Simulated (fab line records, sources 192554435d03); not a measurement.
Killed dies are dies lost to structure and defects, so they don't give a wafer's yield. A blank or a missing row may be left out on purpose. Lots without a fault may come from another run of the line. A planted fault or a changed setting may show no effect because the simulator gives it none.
Chamber matching | flow n5_finfet | N5_BEOL_M6_DEP_56 on pecvd-01: 3 sister chambers
The step deposits SiCN from 3MS/NH3, target thk 10 nm, time 17.5 s. 3 wafers are shown with their chamber, then 8 later ones without.

WAFERS WITH THEIR CHAMBER
wafer  | chamber | showerhead_plenum_p_Torr (Torr)
L088.5 | 2       | 3.639
L089.6 | 0       | 3.665
L090.1 | 1       | 3.674

WAFERS WITHOUT THEIR CHAMBER
wafer  | showerhead_plenum_p_Torr (Torr)
L090.4 | 3.676
L090.5 | 3.637
L092.2 | 3.629
L092.5 | 3.635
L092.6 | 3.662
L097.3 | 3.659
L097.4 | 3.640
L097.6 | 3.674

WHICH CHAMBER EACH WENT THROUGH
wafer  | from the rows above     | in truth
L090.4 | can't be placed: 1 or 0 | 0
L090.5 | 2                       | 2
L092.2 | 2                       | 2
L092.5 | 2                       | 2
L092.6 | can't be placed: 0 or 1 | 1
L097.3 | can't be placed: 0 or 1 | 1
L097.4 | 2                       | 2
L097.6 | can't be placed: 1 or 0 | 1
Placed correctly: 4 of 8. Can't be placed from these rows: 4 (the true chamber is among the candidates in 4). Placed wrongly: 0.
How it was worked out, from the rows above alone: a wafer's distance from a chamber is the root of the sum, over the readings, of the square of ((its reading less the chamber's mean) divided by the reading's scatter). The wafer belongs to the nearest chamber; if the next one is less than 2 further off, it can't be placed. A chamber's mean is the mean of its shown wafers. The scatter: with one shown wafer a chamber, the root of the mean of the squares of how far each hidden wafer lies from its nearest shown one.
